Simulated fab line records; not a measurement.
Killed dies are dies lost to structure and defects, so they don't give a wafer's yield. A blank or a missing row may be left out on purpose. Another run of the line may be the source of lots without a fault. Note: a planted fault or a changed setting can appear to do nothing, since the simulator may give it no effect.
fab line records	flow n5-finfet
[record] lots = 7	wafers = 21	last-day = 18
route steps=1938 shown BEOL_M4@1111 BEOL_M9@1405 PASSIVATION@1936
lots untouched by any fault: they come from a run of this same line in which no faults occurred
start-h: hours from the record's opening day to when the first of the lot's shown wafers began	wait-h: how many hours have passed since the lot's step before this one	" the same as in the row above	L1.1+2: a row that stands for several wafers	- no value, or no start given	* or withheld: withheld	< > ~ a bound
route shown NAME@n: a module of which the file shows steps, and the number in the route of the first	usual: mean and standard deviation over wafers with no fault	same: alike in all rows	chamber/n: place in a boat	sites: per-site readings	_std_site: standard deviation across them	_edge_site: inner sites' mean taken away from outer sites' mean	radius-mm: how far each site lies from the wafer's centre	mask NAME#n: copy n	behind: the most recent tool/chamber to have shaped the wafer	hold: the reason the lot was held/the length of the hold in hours/how it ended	device: which transistor (n, p or np) failed to switch	end of line: at the end of the route, the tests of the same wafers	a step with no rows: only its recipe	killed: at the first sort, the dies lost to defects and structure; wafer yield is something else	map: the dies of a wafer, with x for killed, . for not killed, _ for no die there
set.NAME: the setting as run; set.NAME@STEP: as run at that earlier step	model.NAME: the simulator's own value behind a step, which no gauge read
route steps across a sampled set of lots; one table per step, one row per wafer
services: from which hour (start-h, from the record's first day; less than 0 if before it) a tool's chamber was out of use, for how many hours, and why
[[steps]]
[step N5_BEOL_M4_RC_MEAS_101]
[usual] DIBL_N = 36.5/1.4	DIBL_P = 36.5/1.6	IOFF_N = 0.163/0.022	IOFF_P = 0.219/0.029	ION_N = 675/8.3	ION_P = 464/6.2	SS_N = 71.5/0.52	SS_P = 73.4/0.57	VT_N = 249.7/2.6	VT_P = -250/3
lot.wafer	tool	chamber	start-h	wait-h	DIBL_N[mV/V]	DIBL_P[mV/V]	IOFF_N[nA/um]	IOFF_P[nA/um]	ION_N[uA/um]	ION_P[uA/um]	SS_N[mV/dec]	SS_P[mV/dec]	VT_N[mV]	VT_P[mV]
L657.1	prober-01	0	171.17	0.0	38.3	37.0	0.170	0.252	673	472	71.9	73.3	252.2	-249
L657.2	"	0	"	"	36.7	34.9	0.139	0.215	661	462	71.2	73.9	254.3	-248
L657.3	"	0	"	"	36.8	34.5	0.136	0.199	669	468	70.9	73.2	253.8	-249
L659.4	prober-02	0	196.10	0.5	35.5	37.1	0.148	0.205	671	465	71.2	73.5	253.1	-252
L659.5	"	0	"	"	36.6	38.6	0.168	0.224	675	460	71.8	73.5	249.6	-252
L659.6	"	0	"	"	34.2	34.9	0.125	0.172	659	456	70.9	72.6	253.6	-254
L663.3	prober-01	0	213.32	0.3	36.9	36.2	0.172	0.197	666	454	72.1	73.3	251.5	-250
L663.5	"	0	"	"	35.8	35.2	0.154	0.188	666	454	70.6	73.4	250.5	-251
L663.6	"	0	"	"	36.2	36.4	0.173	0.200	682	462	71.4	73.0	249.3	-251
L675.1	prober-02	0	285.77	0.0	37.2	37.0	0.176	0.219	682	461	71.7	73.5	249.3	-250
L675.3	"	0	"	"	37.7	38.1	0.195	0.232	694	469	71.5	73.2	247.1	-251
L675.4	"	0	"	"	38.3	38.3	0.203	0.244	682	465	71.7	73.7	246.3	-250
L676.1	prober-02	0	290.68	0.0	38.5	38.0	0.175	0.240	681	464	71.3	74.3	250.5	-247
L676.5	"	0	"	"	38.7	37.9	0.184	0.244	666	460	71.4	74.3	248.6	-248
L676.6	"	0	"	"	38.1	37.6	0.174	0.248	685	471	71.4	74.0	247.6	-247
L678.1	prober-02	0	310.36	0.0	35.7	37.9	0.170	0.230	681	472	72.5	73.4	250.1	-248
L678.2	"	0	"	"	33.3	34.6	0.127	0.184	675	467	71.0	72.6	252.1	-251
L678.3	"	0	"	"	35.0	36.6	0.151	0.217	675	465	71.1	73.3	250.0	-249
L679.1	prober-02	0	316.72	0.0	36.6	35.7	0.149	0.218	661	460	71.8	73.4	251.6	-250
L679.2	"	0	"	"	37.2	36.7	0.164	0.243	665	458	72.8	73.9	250.0	-248
L679.4	"	0	"	"	34.9	33.8	0.132	0.196	667	467	71.7	72.7	254.0	-251
[step N5_BEOL_M9_HM_DEP_02]
[recipe] material = TiN	target-thk-a = 200	temp-c = 25	chamber-pressure-pa = 0.49996
[usual] substrate-temp-c = 25.00/0.1	throttle-valve-pct = 30.3/0.43
lot.wafer	tool	chamber	start-h	wait-h	substrate-temp-c	throttle-valve-pct
L657.1	pvd-sputter-03	-	211.19	0.4	25.11	29.9
L657.2	"	-	"	"	25.24	30.4
L657.3	"	-	"	"	24.88	30.3
L659.4	pvd-sputter-01	-	236.99	1.5	24.98	30.6
L659.5	"	-	"	"	25.00	30.4
L659.6	"	-	"	"	25.12	30.8
L663.3	pvd-sputter-02	-	252.48	2.2	24.95	30.5
L663.5	"	-	"	"	24.98	30.4
L663.6	"	-	"	"	24.96	30.6
L675.1	pvd-sputter-03	-	327.27	1.0	24.94	30.0
L675.3	"	-	"	"	25.03	29.6
L675.4	"	-	"	"	24.88	30.3
L676.1	pvd-sputter-01	-	335.81	2.1	24.91	30.3
L676.5	"	-	"	"	24.79	30.8
L676.6	"	-	"	"	25.13	30.4
L678.1	pvd-sputter-01	-	348.09	1.3	24.94	30.6
L678.2	"	-	"	"	25.03	29.8
L678.3	"	-	"	"	24.95	30.9
L679.1	pvd-sputter-01	-	356.79	0.7	25.13	30.3
L679.2	"	-	"	"	24.90	30.3
L679.4	"	-	"	"	25.08	29.7
[step N5_BEOL_M9_OVL_MEAS_12]
[recipe] points-per-wafer = 44
[usual] M9_OVL = 0.0/1.1
lot.wafer	tool	chamber	start-h	wait-h	M9_OVL[nm]
L657.1	overlay-01	0	211.59	0.0	0.2
L657.2	"	0	"	"	0.1
L657.3	"	0	"	"	0.5
L659.4	overlay-02	0	237.51	0.0	-2.6
L659.5	"	0	"	"	-1.2
L659.6	"	0	"	"	-1.1
L663.3	overlay-01	0	252.88	0.0	-0.5
L663.5	"	0	"	"	-0.2
L663.6	"	0	"	"	0.0
L675.1	overlay-02	0	327.80	0.0	0.3
L675.3	"	0	"	"	-0.2
L675.4	"	0	"	"	-1.4
L676.1	overlay-01	0	336.34	0.0	0.4
L676.5	"	0	"	"	0.6
L676.6	"	0	"	"	-0.1
L678.1	overlay-02	0	348.62	0.0	-0.4
L678.2	"	0	"	"	-2.7
L678.3	"	0	"	"	-0.8
L679.1	overlay-02	0	357.32	0.0	1.2
L679.2	"	0	"	"	1.0
L679.4	"	0	"	"	0.4
[step N5_BEOL_M9_STRIP_67]
[recipe] chemistry = CF4	resist = SiARC	power-w = 300	bias-power-w = 75	pressure-mtorr = 50	cf4-flow-sccm = 150	rf-frequency-hz = 6e+07
[usual] bias-power-w = 74.98/0.22	cf4-flow-sccm = 150.0/0.45	chamber-pressure-mTorr = 50.01/0.043	drypump-motor-current-A = 5.8/0.34	oes-product-au = 0.81/0.078	rf-vpp-V = 271.0/1.2	showerhead-plenum-p-Torr = 1.80/0.04	throttle-valve-pct = 13.5/0.3
lot.wafer	tool	chamber	start-h	wait-h	bias-power-w	cf4-flow-sccm	chamber-pressure-mTorr	drypump-motor-current-A	oes-product-au	rf-hours-counter-h	rf-vpp-V	showerhead-plenum-p-Torr	throttle-valve-pct
L657.1	rie-diel-04	0	211.88	0.0	75.10	149.9	50.07	6.3	0.93	7	270.5	1.77	13.6
L657.2	"	2	"	"	75.29	150.5	50.01	5.6	0.81	112	269.7	1.74	13.5
L657.3	"	1	"	"	74.77	151.0	50.08	5.5	0.68	229	272.1	1.84	13.7
L659.4	rie-diel-06	2	237.83	0.0	75.00	150.4	50.02	5.2	0.81	96	272.6	1.82	13.8
L659.5	"	3	"	"	75.05	150.4	50.07	5.8	0.87	-	270.8	1.83	13.1
L659.6	"	2	"	"	74.65	150.1	50.02	5.2	0.80	-	272.1	1.82	13.8
L663.3	rie-diel-03	3	253.33	0.0	75.20	150.3	49.99	6.3	0.75	177	272.2	1.86	13.6
L663.5	"	3	"	"	75.00	149.8	49.95	6.3	0.74	-	273.1	1.86	13.6
L663.6	"	0	"	"	74.63	149.6	49.99	5.7	0.85	-	270.9	1.74	13.0
L675.1	rie-diel-06	3	328.10	0.0	75.19	149.9	49.99	5.8	0.83	52	271.9	1.82	13.2
L675.3	"	2	"	"	75.23	149.2	50.01	5.2	0.78	127	271.9	1.81	13.9
L675.4	"	0	"	"	75.16	149.0	49.92	5.7	0.88	25	272.5	1.83	13.2
L676.1	rie-diel-04	2	336.79	0.0	75.43	150.3	50.02	5.6	0.76	150	268.8	1.72	13.6
L676.5	"	0	"	"	74.77	149.6	50.04	6.3	0.85	-	269.7	1.76	13.7
L676.6	"	2	"	"	75.27	149.7	50.07	5.6	0.77	-	269.2	1.72	13.6
L678.1	rie-diel-06	0	348.90	0.0	75.62	150.1	50.02	5.8	0.86	32	272.5	1.82	13.3
L678.2	"	2	"	"	75.22	149.7	50.00	5.2	0.77	134	269.5	1.81	13.9
L678.3	"	1	"	"	75.27	150.4	49.99	5.9	0.95	12	270.8	1.76	13.6
L679.1	rie-diel-04	2	357.60	0.0	75.03	149.1	49.95	5.7	0.77	156	269.3	1.72	13.6
L679.2	"	0	"	"	75.10	149.6	50.01	6.3	0.84	52	271.0	1.76	13.7
L679.4	"	3	"	"	74.96	150.7	50.00	5.4	0.74	169	272.0	1.79	13.6
[step N5_BEOL_M9_STRIP_19]
[recipe] chemistry = O2	power-w = 400	temp-c = 40	pressure-mtorr = 30	rf-frequency-hz = 6e+07	bias-power-w = 0	overash-fraction = 0.2	o2-flow-sccm = 225
[usual] bias-power-w = 0/0	chamber-pressure-mTorr = 30.00/0.049	drypump-motor-current-A = 5.8/0.34	o2-flow-sccm = 225.0/0.65	oes-product-au = 0.81/0.09	rf-vpp-V = 3.6/0.63	showerhead-plenum-p-Torr = 2.09/0.054	throttle-valve-pct = 16.68/0.28
lot.wafer	tool	chamber	start-h	wait-h	bias-power-w	chamber-pressure-mTorr	drypump-motor-current-A	o2-flow-sccm	oes-product-au	rf-hours-counter-h	rf-vpp-V	showerhead-plenum-p-Torr	throttle-valve-pct
L657.1	rie-diel-04	2	212.06	0.1	0	29.97	5.6	225.1	0.81	112	3.3	2.02	16.63
L657.2	"	0	"	"	0	29.99	6.3	225.1	0.95	7	3.4	2.06	16.71
L657.3	"	1	"	"	0	30.09	5.5	225.6	0.67	229	4.2	2.16	16.76
L659.4	rie-diel-06	0	237.98	0.1	0	29.95	5.7	225.4	0.67	246	4.2	2.16	16.82
L659.5	"	1	"	"	0	29.97	5.9	224.8	0.70	-	3.5	2.07	17.23
L659.6	"	0	"	"	0	29.97	5.7	225.0	0.68	-	4.5	2.16	16.82
L663.3	rie-diel-04	2	253.48	0.1	0	30.01	5.6	225.1	0.79	125	3.8	2.01	16.65
L663.5	"	3	"	"	0	29.99	5.4	224.9	0.77	-	3.2	2.10	16.64
L663.6	"	0	"	"	0	30.01	6.3	224.6	0.91	-	3.7	2.05	16.74
L675.1	rie-diel-04	3	328.25	0.1	-	-	-	-	-	-	-	-	-
L675.3	"	2	"	"	-	-	-	-	-	-	-	-	-
L675.4	"	0	"	"	-	-	-	-	-	-	-	-	-
L676.1	rie-diel-03	3	337.03	0.2	-	-	-	-	-	-	-	-	-
L676.5	"	1	"	"	-	-	-	-	-	-	-	-	-
L676.6	"	2	"	"	-	-	-	-	-	-	-	-	-
L678.1	rie-diel-03	1	349.06	0.1	0	30.01	6.1	224.6	0.70	220	3.4	2.16	17.15
L678.2	"	2	"	"	0	29.99	6.3	224.3	0.84	70	3.2	2.04	16.51
L678.3	"	3	"	"	0	30.01	6.3	223.6	0.72	207	3.9	2.17	16.72
L679.1	rie-diel-04	3	357.90	0.2	0	30.03	5.4	225.8	0.74	169	3.9	2.09	16.71
L679.2	"	0	"	"	0	30.02	6.3	226.8	0.86	53	3.4	2.04	16.80
L679.4	"	1	"	"	0	30.02	5.5	224.7	1.00	6	3.4	2.15	16.39
[step N5_BEOL_M9_ETCH_66]
[recipe] chemistry = N2/H2	target = SOC	target-depth-a = 800	overetch-a = 160	mask-material = SiARC	temp-c = 40	time-s = 120	ion-energy-ev = 200	pressure-mtorr = 30	source-w = 840	bias-w = 150	n2-flow-sccm = 200	h2-flow-sccm = 200
[usual] chamber-pressure-mTorr = 29.997/0.026	drypump-motor-current-A = 5.8/0.34	oes-product-au = 0.62/0.065	rf-vpp-V = 524.1/1.9	showerhead-plenum-p-Torr = 2.55/0.06	throttle-valve-pct = 17.83/0.29
[same] time-s = 120
lot.wafer	tool	chamber	start-h	wait-h	chamber-pressure-mTorr	drypump-motor-current-A	oes-product-au	rf-hours-counter-h	rf-vpp-V	showerhead-plenum-p-Torr	throttle-valve-pct
L657.1	rie-diel-06	3	212.84	0.0	30.016	5.8	0.69	17	525.4	2.60	17.40
L657.2	"	2	"	"	30.010	5.2	0.63	89	524.3	2.57	18.04
L657.3	"	1	"	"	30.043	5.9	0.54	228	524.2	2.50	18.34
L659.4	rie-diel-04	1	239.71	0.0	29.961	5.5	0.51	238	526.8	2.61	18.00
L659.5	"	3	"	"	29.998	5.4	0.59	-	523.8	2.55	17.78
L659.6	"	0	"	"	30.014	6.3	0.69	-	523.7	2.50	17.92
L663.3	rie-diel-06	2	255.52	0.0	30.047	5.2	0.62	100	524.2	2.56	18.04
L663.5	"	3	"	"	29.978	5.8	0.66	-	525.6	2.59	17.42
L663.6	"	2	"	"	29.996	5.2	0.62	-	525.2	2.56	18.03
L675.1	rie-diel-03	1	329.04	0.0	29.959	6.1	0.71	214	524.5	2.62	18.37
L675.3	"	3	"	"	29.967	6.3	0.72	201	527.1	2.62	17.78
L675.4	"	2	"	"	30.030	6.3	0.84	63	520.7	2.46	17.66
L676.1	rie-diel-06	1	337.81	0.0	29.943	5.9	0.98	8	523.4	2.49	17.99
L676.5	"	2	"	"	30.042	5.2	0.78	-	525.4	2.55	18.11
L676.6	"	1	"	"	29.995	5.9	0.97	-	521.3	2.49	18.01
L678.1	rie-diel-04	2	349.82	0.0	29.997	5.6	0.59	153	520.8	2.44	18.01
L678.2	"	0	"	"	29.990	6.3	0.65	49	521.9	2.48	17.99
L678.3	"	1	"	"	30.049	5.6	0.75	3	527.0	2.60	17.61
L679.1	rie-diel-04	0	358.61	0.0	30.030	6.3	0.65	53	522.3	2.48	18.00
L679.2	"	3	"	"	30.010	5.5	0.57	170	524.8	2.53	17.84
L679.4	"	1	"	"	30.012	5.5	0.75	6	524.9	2.60	17.61
[step N5_BEOL_M9_VIA_ETCH_34]
[recipe] chemistry = C4F6/O2	target = SiCOH_lowk	target-depth-a = 1824	mask-material = SOC	taper-deg = 4	time-s = 68.4	ion-energy-ev = 250	pressure-mtorr = 30	source-w = 345	bias-w = 185	Ar_flow_sccm = 300	C4F6_flow_sccm = 10	O2_flow_sccm = 10
[usual] chamber-pressure-mTorr = 30.00/0.031	drypump-motor-current-A = 5.8/0.34	oes-product-au = 0.81/0.09	rf-vpp-V = 666/8.7	showerhead-plenum-p-Torr = 2.85/0.064	throttle-valve-pct = 20.89/0.29
[same] time-s = 68.4
lot.wafer	tool	chamber	start-h	wait-h	chamber-pressure-mTorr	drypump-motor-current-A	oes-product-au	rf-hours-counter-h	rf-vpp-V	showerhead-plenum-p-Torr	throttle-valve-pct
L657.1	rie-diel-06	3	212.94	0.0	29.96	5.8	0.91	17	658	2.90	20.43
L657.2	"	2	"	"	29.98	5.2	0.81	89	675	2.86	21.07
L657.3	"	1	"	"	30.01	5.9	0.70	228	678	2.81	21.43
L659.4	rie-diel-04	1	239.81	0.0	30.02	5.6	0.67	239	657	2.92	21.00
L659.5	"	3	"	"	30.00	5.4	0.79	-	670	2.86	20.88
L659.6	"	0	"	"	30.00	6.3	0.89	-	664	2.79	20.99
L663.3	rie-diel-06	2	255.62	0.0	30.04	5.2	0.80	100	676	2.85	21.08
L663.5	"	3	"	"	29.99	5.8	0.87	-	656	2.89	20.43
L663.6	"	2	"	"	29.99	5.2	0.81	-	676	2.85	21.09
L675.1	rie-diel-03	1	329.14	0.0	30.03	6.1	0.27	214	673	2.94	21.23
L675.3	"	3	"	"	29.98	6.3	0.27	201	660	2.94	20.75
L675.4	"	2	"	"	30.02	6.3	0.32	63	654	2.77	20.53
L676.1	rie-diel-06	1	337.91	0.0	29.98	5.9	0.37	8	677	2.80	20.94
L676.5	"	2	"	"	29.98	5.2	0.29	-	675	2.84	20.95
L676.6	"	1	"	"	30.02	5.9	0.36	-	679	2.80	20.95
L678.1	rie-diel-04	2	349.92	0.0	29.92	5.7	0.77	153	656	2.73	20.95
L678.2	"	0	"	"	29.99	6.2	0.85	50	663	2.78	21.05
L678.3	"	1	"	"	29.98	5.6	1.01	3	658	2.91	20.65
L679.1	rie-diel-04	0	358.71	0.0	30.01	6.3	0.85	53	663	2.77	21.07
L679.2	"	3	"	"	30.03	5.5	0.74	170	669	2.84	20.94
L679.4	"	1	"	"	30.00	5.6	1.00	6	657	2.91	20.69
[step N5_PASSIVATION_PROBE_49]
[usual] defect-limited-yield = 91.2/1.6	killed_at_M0_to_M3 = 33/11	killed_at_M4_up = 15/6.2	killed-at-contacts = 15/7.1	killed-at-front-end = 38/12	killed-at-other = 4/3.5	killed-dies = 104/19	killed-on-rim = 14/4	killed-open = 69/14	killed-short = 34/8.5	sort_bin_5_function = 5.2/0.99	sort_bin_6_memory = 3.3/0.77	sort-n-pass = 1076/19	sort-yield-pct = 91.2/1.6
[same] gross-dies = 1180	killed-at-back-side = 0	sort_bin_4_leakage[%] = 0	sort_bin_8_speed[%] = 0
lot.wafer	tool	chamber	start-h	wait-h	defect-limited-yield[%]	killed_at_M0_to_M3	killed_at_M4_up	killed-at-contacts	killed-at-front-end	killed-at-other	killed-dies	killed-on-rim	killed-open	killed-short	sort_bin_5_function[%]	sort_bin_6_memory[%]	sort-n-pass	sort-yield-pct[%]
L675.1	prober-02	-	387.40	0.0	0	28	1086	7	49	10	1180	152	63	40	95.8	3.8	0	0
L675.3	prober-02	-	387.50	0.1	0	24	1110	14	26	6	1180	152	55	25	97.4	2.5	0	0
L675.4	prober-02	-	387.55	0.2	0	20	1110	10	38	2	1180	152	48	34	96.8	3.0	0	0
L676.1	prober-01	-	398.80	0.0	0	49	1082	14	29	6	1180	152	79	31	96.3	3.6	0	0
L676.5	prober-01	-	399.00	0.2	0	43	1103	10	20	4	1180	152	69	26	96.5	3.2	0	0
L676.6	prober-01	-	399.05	0.3	0	42	1098	13	26	1	1180	152	79	26	95.5	4.2	0	0
// killed by level:class
L675.1 BEOL_M9:area-etch=1077 STI_FIN_REVEAL:geometric-particle:open=15 FIN_SAQP:geometric-particle:short=11 FIN_SAQP:geometric-particle:open=7 BEOL_M2:geometric-particle:open=7 BEOL_M1:geometric-particle:open=6 BEOL_M0_SAQP:geometric-particle:open=5 MOL_CONTACT_COAG:geometric-particle:open=4
L675.3 BEOL_M9:area-etch=1097 MOL_CONTACT_COAG:geometric-particle:open=10 STI_FIN_REVEAL:geometric-particle:open=6 BEOL_M0_SAQP:geometric-particle:open=6 FIN_SAQP:geometric-particle:open=5 DUMMY_GATE:geometric-particle:open=5 BEOL_M1:geometric-particle:open=5 BEOL_M5:geometric-particle:short=4
L675.4 BEOL_M9:area-etch=1094 STI_FIN_REVEAL:geometric-particle:open=8 MOL_CONTACT_COAG:geometric-particle:open=8 BEOL_M0_SAQP:geometric-particle:short=7 FIN_SAQP:geometric-particle:short=6 BEOL_M5:geometric-particle:open=6 DUMMY_GATE:geometric-particle:open=5 GATE_CUT:geometric-particle:short=4
L676.1 BEOL_M9:area-etch=1068 BEOL_M3:geometric-particle:open=13 MOL_CONTACT_COAG:geometric-particle:open=12 BEOL_M2:geometric-particle:open=11 BEOL_M1:geometric-particle:open=9 BEOL_M4:geometric-particle:open=7 BEOL_M0:geometric-particle:open=6 BEOL_M2:geometric-particle:short=6
L676.5 BEOL_M9:area-etch=1084 BEOL_M2:geometric-particle:open=12 BEOL_M3:geometric-particle:open=9 MOL_CONTACT_COAG:geometric-particle:open=8 BEOL_M0_SAQP:geometric-particle:open=7 BEOL_M4:geometric-particle:open=7 BEOL_M0_SAQP:geometric-particle:short=4 BEOL_M1:geometric-particle:open=4
L676.6 BEOL_M9:area-etch=1072 BEOL_M1:geometric-particle:open=19 BEOL_M4:geometric-particle:open=13 MOL_CONTACT_COAG:geometric-particle:open=10 STI_FIN_REVEAL:geometric-particle:open=6 BEOL_M3:geometric-particle:open=5 DUMMY_GATE:geometric-particle:open=4 BEOL_M0_SAQP:geometric-particle:open=4
[[services]]
tool	chamber	start-h	hours	kind
rie-diel-04	3	206.29	13.1	repair
rie-diel-06	0	255.87	-	clean
rie-diel-06	0	255.87	-	consumable-replace:focus-ring
rie-diel-06	0	255.87	11.8	scheduled-down
rie-diel-06	0	255.87	11.8	vent-cycle
rie-diel-03	0	268.67	3.8	repair
rie-diel-04	0	271.49	3.0	repair
rie-diel-04	0	283.51	6.1	repair
rie-diel-06	1	286.23	-	clean
rie-diel-06	1	286.23	-	consumable-replace:focus-ring
rie-diel-06	1	286.23	25.2	scheduled-down
rie-diel-06	1	286.23	25.2	vent-cycle
rie-diel-04	2	291.59	9.0	repair
rie-diel-04	1	299.71	3.5	repair
rie-diel-04	1	303.62	-	clean
rie-diel-04	1	303.62	-	consumable-replace:focus-ring
rie-diel-04	1	303.62	33.7	scheduled-down
rie-diel-04	1	303.62	33.7	vent-cycle
rie-diel-04	3	313.50	3.9	repair
pvd-sputter-03	-	316.18	2.9	repair
rie-diel-04	2	319.23	6.4	repair
[[key]]
[first-sign] step = N5_BEOL_M9_STRIP_19	reading = tool-record	direction = missing
[effect] step = N5_BEOL_M9_ETCH_66	reading = oes-product-au	direction = up	sigmas = 3.3	usual = 0.62	struck = 0.83
[effect] step = N5_BEOL_M9_VIA_ETCH_34	reading = oes-product-au	direction = down	sigmas = 5.5	usual = 0.81	struck = 0.31
[effect] step = N5_PASSIVATION_PROBE_49	reading = killed_at_M4_up	direction = up	sigmas = 99+	usual = 15	struck = 1098
[more-kills-born-at] N5_BEOL_M9_ETCH_66@rie-diel-03 = 3268	N5_BEOL_M9_ETCH_66@rie-diel-06 = 3224
met-at N5_BEOL_M9_STRIP_19
struck-lots L675,L676
later-rows-left-out L675.1,L675.3,L675.4,L676.1,L676.5,L676.6
not-acting-at N5_BEOL_M9_HM_DEP_02,N5_BEOL_M9_OVL_MEAS_12,N5_BEOL_M9_STRIP_67
onset-between 253.48 328.25
[fault] kind = skipped-step-whole	tool = rie-diel-03,rie-diel-04	chamber = -	onset-h = 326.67	steps = N5_BEOL_M9_STRIP_19	scope = struck-lots-only
// later-rows-left-out: the simulator's readings of these wafers behind a module that went badly wrong aren't trusted and aren't shown, but for the sort
